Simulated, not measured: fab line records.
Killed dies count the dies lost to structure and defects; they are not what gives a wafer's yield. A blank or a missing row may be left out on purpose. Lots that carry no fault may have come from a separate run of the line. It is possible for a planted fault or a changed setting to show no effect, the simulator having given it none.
Split-lot study | flow n5_finfet | route with 1938 steps; 7 lots, 21 wafers read

== ON THE SPLIT ==
At N5_BEOL_M8_COAT_22 (resist thk 30 nm), the setting spin_rpm was moved away from the recipe's 1500 rpm on 5 of the 21 wafers read, by -9.6% to +9.9%. For the rest of the wafers, this setting stayed at what the recipe calls for.

The reading comes from the split's own step.

== THE READING ==
CAR-EUV_of_BEOL_M8_COAT_22.thk_nm (the simulator's own value, which no gauge read), in nm, at N5_BEOL_M8_COAT_22 (resist thk 30 nm). The file gives no usual value for it. Across the 16 wafers here that went through the recipe, the average is 30.0 nm and the standard deviation 0.071 nm.

wafer  | tool, chamber at the split | spin_rpm as run, rpm | against the recipe | CAR-EUV_of_BEOL_M8_COAT_22.thk_nm, nm | against lot-mates on the recipe
L074.2 | litho_track-01, 0          | 1500                 | recipe             | 30.2                                  | -
L074.3 | litho_track-01, 0          | 1500                 | recipe             | 30                                    | -
L074.5 | litho_track-01, 0          | 1500                 | recipe             | 30                                    | -
L083.2 | litho_track-01, 0          | 1648                 | +9.9%              | 28.8                                  | -1.2
L083.4 | litho_track-01, 0          | 1648                 | +9.9%              | 28.6                                  | -1.4
L083.6 | litho_track-01, 0          | 1500                 | recipe             | 30                                    | -
L082.2 | litho_track-01, 0          | 1500                 | recipe             | 30                                    | -
L082.4 | litho_track-01, 0          | 1500                 | recipe             | 30                                    | -
L082.6 | litho_track-01, 0          | 1500                 | recipe             | 30                                    | -
L089.3 | litho_track-05, 0          | 1500                 | recipe             | 30                                    | -
L089.4 | litho_track-05, 0          | 1500                 | recipe             | 30                                    | -
L089.5 | litho_track-05, 0          | 1500                 | recipe             | 30                                    | -
L087.2 | litho_track-03, 0          | 1500                 | recipe             | 30                                    | -
L087.6 | litho_track-03, 0          | 1500                 | recipe             | 30                                    | -
L087.5 | litho_track-03, 0          | 1571                 | +4.7%              | 29.2                                  | -0.8
L091.2 | litho_track-03, 0          | 1356                 | -9.6%              | 31.6                                  | +1.6
L091.3 | litho_track-03, 0          | 1500                 | recipe             | 30                                    | -
L091.4 | litho_track-03, 0          | 1500                 | recipe             | 30                                    | -
L095.1 | litho_track-01, 0          | 1642                 | +9.5%              | 28.6                                  | -1.3
L095.5 | litho_track-01, 0          | 1500                 | recipe             | 29.8                                  | -
L095.6 | litho_track-01, 0          | 1500                 | recipe             | 30                                    | -

FIT RESULTS
A straight line over all 21 wafers: CAR-EUV_of_BEOL_M8_COAT_22.thk_nm changes by -0.147 nm for each +1% of spin_rpm; r = -0.99; the points scatter about the line by 0.099 nm.
The same after taking each lot's own level away (the mean of its wafers on the recipe; 21 wafers): -0.144 nm for each +1%; r = -0.99; scatter 0.09 nm.
The reading moves by 1.4 nm for the largest change in spin_rpm, on that fit.
The span of the lots' own levels, 29.90 to 30.07 nm, comes to 2.4 times the standard deviation stated above.
The two slopes are in agreement: the lot-to-lot level therefore moves the slope only a little.
Check: with one of the wafers moved furthest among these (+9.9%) left out of the fit, the line predicts -1.47 nm for it against its lot-mates. It came out at -1.2 nm against them.

== THE OTHER SPLITS THESE WAFERS WENT THROUGH ==
Other splits were also applied to these wafers ahead of the reading. Each is held against what the fit with the lots' levels taken away leaves over:
other split on the same wafers | wafers away from the commonest value | r with CAR-EUV_of_BEOL_M8_COAT_22.thk_nm (lot level and that fit taken away)
N5_BEOL_M6_COAT_22 spin_rpm    | 8                                    | +0.39
N5_BEOL_M7_DESCUM_33 time_s    | 10                                   | -0.26
N5_BEOL_M7_VIA_ETCH_34 bias_w  | 7                                    | +0.31
N5_BEOL_M8_DESCUM_16 time_s    | 11                                   | +0.06

== THE FILE'S OWN FIT ==
CAR-EUV_of_BEOL_M8_COAT_22.thk_nm changes by -0.147 nm for each +1% of spin_rpm, r = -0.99.
